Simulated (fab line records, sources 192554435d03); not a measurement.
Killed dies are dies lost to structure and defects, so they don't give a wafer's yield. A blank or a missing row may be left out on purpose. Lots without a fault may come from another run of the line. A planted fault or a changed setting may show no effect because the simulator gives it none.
Which tool did it? | flow n5_finfet | 9 lots, 27 wafers sampled, at 5 steps of a route of 1938

WHAT THE GAUGES READ, wafer by wafer
N5_SDB_THK_MEAS_31.
lot  | measured    | on            | SDB_THK (nm)
L640 | day 4 11:09 | film_metro-01 | 66.7 66.6 64.6
L641 | day 4 17:05 | film_metro-01 | 64.9 62.1 63.5
L642 | day 5 03:44 | film_metro-02 | 63.9 62.9 63.0
L649 | day 6 15:40 | film_metro-01 | 65.0 63.3 64.5
L651 | day 7 07:43 | film_metro-01 | 64.9 65.7 64.6
L652 | day 7 11:11 | film_metro-01 | 66.3 64.0 67.8
L653 | day 7 15:47 | film_metro-01 | 65.0 62.1 64.2
L658 | day 8 21:08 | film_metro-02 | 66.2 65.2 64.1
L661 | day 9 18:12 | film_metro-02 | 64.4 64.7 63.1

N5_BEOL_M4_RC_MEAS_101.
lot  | measured     | on        | DIBL_N (mV/V)  | DIBL_P (mV/V)  | IOFF_N (nA/um) | IOFF_P (nA/um) | ION_N (uA/um) | ION_P (uA/um) | SS_N (mV/dec)  | SS_P (mV/dec)  | VT_N (mV)   | VT_P (mV)
L640 | day 8 13:37  | prober-01 | 36.0 35.2 37.9 | 37.7 36.5 39.5 | 0.17 0.16 0.22 | 0.24 0.22 0.28 | 685 686 693   | 469 471 476   | 71.2 71.3 72.1 | 73.6 73.5 74.4 | 248 249 247 | -250 -250 -246
L641 | day 8 23:29  | prober-01 | 35.5 36.5 34.6 | 36.7 37.4 35.5 | 0.17 0.20 0.16 | 0.22 0.23 0.19 | 701 691 686   | 472 463 464   | 71.6 71.4 71.5 | 73.9 73.5 73.5 | 246 246 250 | -246 -246 -251
L642 | day 9 21:58  | prober-02 | 35.7 34.6 36.0 | 37.8 35.9 37.8 | 0.17 0.14 0.18 | 0.19 0.17 0.20 | 678 662 680   | 457 451 459   | 71.7 71.5 71.9 | 73.8 73.2 74.4 | 250 252 247 | -254 -256 -251
L649 | day 10 17:04 | prober-02 | 37.5 37.0 38.2 | 39.5 37.7 39.3 | 0.18 0.16 0.19 | 0.23 0.20 0.22 | 680 662 677   | 463 456 458   | 71.6 71.4 71.7 | 74.5 73.6 74.7 | 249 250 247 | -249 -251 -249
L651 | day 11 12:10 | prober-02 | 38.0 34.5 38.1 | 36.6 33.9 37.7 | 0.19 0.13 0.20 | 0.25 0.21 0.28 | 695 676 695   | 473 473 474   | 72.4 70.4 72.4 | 73.9 72.5 74.1 | 243 250 244 | -244 -250 -244
L652 | day 11 16:40 | prober-01 | 34.4 36.8 37.4 | 34.9 37.8 38.2 | 0.12 0.15 0.16 | 0.16 0.20 0.20 | 665 668 682   | 453 456 465   | 69.9 71.1 71.3 | 72.7 73.4 73.6 | 255 254 253 | -258 -252 -254
L653 | day 11 20:44 | prober-02 | 34.3 32.1 35.0 | 33.7 33.2 36.9 | 0.13 0.11 0.15 | 0.17 0.17 0.20 | 657 669 663   | 460 466 458   | 71.6 70.7 71.1 | 72.2 72.4 73.0 | 254 252 249 | -251 -253 -249
L658 | day 13 14:23 | prober-01 | 36.7 35.4 35.4 | 38.0 35.9 36.5 | 0.19 0.17 0.18 | 0.23 0.19 0.19 | 681 684 690   | 460 460 466   | 71.7 71.5 71.6 | 73.4 73.1 73.5 | 245 246 248 | -249 -253 -254
L661 | day 13 21:46 | prober-01 | 36.0 34.6 38.6 | 36.2 33.8 39.1 | 0.16 0.12 0.21 | 0.23 0.19 0.28 | 678 665 692   | 470 464 469   | 71.7 71.1 72.3 | 72.8 72.1 74.4 | 248 252 247 | -249 -251 -247

WHICH TOOL RAN EACH LOT (tool, then ch and the chambers of the sampled wafers, then the start)
lot  | N5_SDB_HM_OPEN_20                 | N5_SDB_CMP_30                | N5_DUMMY_REMOVAL_HM_STRIP_01
L640 | rie_diel-04 ch 1,3, day 4 07:33   | cmp-01 ch 0,2, day 4 10:51   | rie_diel-03 ch 1,3, day 4 11:15
L641 | rie_diel-01 ch 0,1,3, day 4 13:20 | cmp-02 ch 0,3, day 4 16:50   | rie_diel-05 ch 0,2,3, day 4 17:14
L642 | rie_diel-01 ch 1,2, day 4 23:49   | cmp-01 ch 1,2,3, day 5 03:26 | rie_diel-05 ch 1,3, day 5 03:47
L649 | rie_diel-04 ch 0,2, day 6 11:44   | cmp-02 ch 0,2, day 6 15:25   | rie_diel-03 ch 0,1, day 6 15:49
L651 | rie_diel-01 ch 0,1,3, day 7 04:07 | cmp-03 ch 0,3, day 7 07:28   | rie_diel-03 ch 0,3, day 7 07:47
L652 | rie_diel-01 ch 0,3, day 7 07:29   | cmp-02 ch 1,2,3, day 7 11:00 | rie_diel-03 ch 0,2,3, day 7 11:16
L653 | rie_diel-02 ch 0,1,2, day 7 12:12 | cmp-02 ch 0,1,3, day 7 15:32 | rie_diel-05 ch 0,1,3, day 7 16:04
L658 | rie_diel-04 ch 0,2,3, day 8 17:22 | cmp-03 ch 0,1,3, day 8 20:55 | rie_diel-05 ch 1,2,3, day 8 21:12
L661 | rie_diel-01 ch 0,1,3, day 9 14:28 | cmp-01 ch 2,3, day 9 17:56   | rie_diel-03 ch 0,2, day 9 18:17
- N5_SDB_HM_OPEN_20: chemistry CH3F/O2, target SiNx, stops on poly-Si, target depth 24 nm.
- N5_SDB_CMP_30: polishes, stops on poly-Si, t overpolish 1.54 s, target thk 30 nm.
- N5_DUMMY_REMOVAL_HM_STRIP_01: strips SiNx in CH3F/O2, stops on poly-Si, target depth 4 nm, time 6.8 s.

WHAT THE TOOLS THEMSELVES READ (means of the sampled wafers that have a number; where no wafer has one, the mark that the record gives instead)
N5_SDB_HM_OPEN_20.
lot  | tool        | drypump_motor_current_A (A) | mfc_ar_sccm (sccm) | oes_product_au (a.u.) | rf_vpp_V (V) | showerhead_plenum_p_Torr (Torr) | throttle_valve_pct (%)
L640 | rie_diel-04 | 5.5                         | 150.1              | 0.63                  | 300          | 1.95                            | 16.54
L641 | rie_diel-01 | 5.7                         | 149.9              | 0.73                  | 293          | 2.05                            | 16.11
L642 | rie_diel-01 | 5.4                         | 149.9              | 0.68                  | 298          | 2.02                            | 16.23
L649 | rie_diel-04 | 6.6                         | 149.7              | 0.64                  | 297          | 1.92                            | 16.46
L651 | rie_diel-01 | 5.7                         | 150.5              | 0.69                  | 293          | 2.04                            | 16.15
L652 | rie_diel-01 | 5.6                         | 149.9              | 0.71                  | 289          | 2.04                            | 16.18
L653 | rie_diel-02 | 6.0                         | 150.5              | 0.59                  | 299          | 2.04                            | 16.53
L658 | rie_diel-04 | 6.1                         | 149.4              | 0.64                  | 296          | 1.92                            | 16.42
L661 | rie_diel-01 | 5.6                         | 150.0              | 0.68                  | 294          | 2.04                            | 16.19

N5_SDB_CMP_30.
lot  | tool   | head_pressure_psi (psi) | motor_current_A (A) | overpolish_run_s (s) | retaining_ring_pressure_frac | slurry_flow_ml_min | time_to_endpoint_s (s)
L640 | cmp-01 | 4.154                   | 13.5                | 1.542                | 1.002                        | 150.0              | 19.1
L641 | cmp-02 | 4.147                   | 12.2                | 1.542                | 1.005                        | 150.1              | 15.6
L642 | cmp-01 | 4.150                   | 12.2                | 1.542                | 1.000                        | 149.2              | 19.6
L649 | cmp-02 | 4.144                   | 13.6                | 1.540                | 1.001                        | 149.5              | 16.2
L651 | cmp-03 | 4.153                   | 11.4                | 1.543                | 1.005                        | 150.2              | 14.8
L652 | cmp-02 | 3.018                   | 10.4                | 1.534                | 0.995                        | 150.2              | 19.9
L653 | cmp-02 | 3.024                   | 10.3                | 1.550                | 0.999                        | 149.6              | 20.7
L658 | cmp-03 | 4.145                   | 10.9                | 1.546                | 1.003                        | 150.0              | 19.6
L661 | cmp-01 | 4.150                   | 12.1                | 1.535                | 0.996                        | 150.4              | 14.9

N5_DUMMY_REMOVAL_HM_STRIP_01.
lot  | tool        | drypump_motor_current_A (A) | mfc_ar_sccm (sccm) | oes_product_au (a.u.) | rf_vpp_V (V) | showerhead_plenum_p_Torr (Torr) | throttle_valve_pct (%)
L640 | rie_diel-03 | 5.24                        | 150.3              | 0.66                  | 127.5        | 2.11                            | 16.37
L641 | rie_diel-05 | 5.36                        | 149.9              | 0.58                  | 127.8        | 2.04                            | 16.47
L642 | rie_diel-05 | 5.36                        | 150.1              | 0.69                  | 127.2        | 1.99                            | 16.15
L649 | rie_diel-03 | 5.72                        | 150.3              | 0.62                  | 127.9        | 2.04                            | 16.16
L651 | rie_diel-03 | 5.41                        | 150.2              | 0.57                  | 128.6        | 2.03                            | 16.45
L652 | rie_diel-03 | 5.46                        | 150.0              | 0.57                  | 127.5        | 2.00                            | 16.40
L653 | rie_diel-05 | 5.26                        | 150.1              | 0.64                  | 127.5        | 2.00                            | 16.30
L658 | rie_diel-05 | 5.50                        | 150.2              | 0.70                  | 128.4        | 2.00                            | 16.08
L661 | rie_diel-03 | 5.71                        | 149.8              | 0.57                  | 127.5        | 1.98                            | 16.27

THE ANSWER, worked out from the rows above alone
Rule: what is usual is taken from the lots themselves. Put in order of their means at a reading, lots are off if they are a third of the lots or fewer, leave a main group of 4 or more, and stand apart from it by a gap of 3 or more times the standard deviation of the main group's means; of several such gaps the widest counts. A main group whose means are all the same, to the digits that the tables above print for the reading, isn't used. A lot without any number at a reading at which 4 lots or more have one is off too. The other lots that the step has rows for count as sound. The gauges are gone through in route order, then the tools' own readings, and for those a lot's mean is taken as printed above. The first step at which some lot is off is used, and at that step the reading that is off furthest; a lot without a number counts as furthest.
Off: L652, L653, at N5_BEOL_M4_RC_MEAS_101 (SS_N). The main group: mean 71.6 mV/dec, standard deviation 0.085.
A tool fits if, at a process step before that reading, it ran every lot that is off, and no sound lot after the first of them. The gauges at N5_BEOL_M4_RC_MEAS_101 aren't tried: what is off there is off at N5_SDB_CMP_30 too, on other tools, and a gauge's error can't cause that. One fits: cmp-02 at N5_SDB_CMP_30. Its last sound lot is L649 (day 6 15:25), its first lot that is off L652 (day 7 11:00): a fault that began between those two fits.
The tool's own readings at N5_SDB_CMP_30 bear it out: on the lots that are off they differ by more than 5 times the standard deviation of the sound lots' means. head_pressure_psi reads 3.021 psi there against 4.149 psi on the sound lots.

WHAT THE SIMULATOR HAD PUT IN
Process parameter drift: cmp-02, from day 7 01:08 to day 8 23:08, at N5_SDB_CMP_30. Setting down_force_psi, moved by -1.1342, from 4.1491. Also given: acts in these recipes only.
Lots struck among those shown: L652, L653. The rule above found the same.
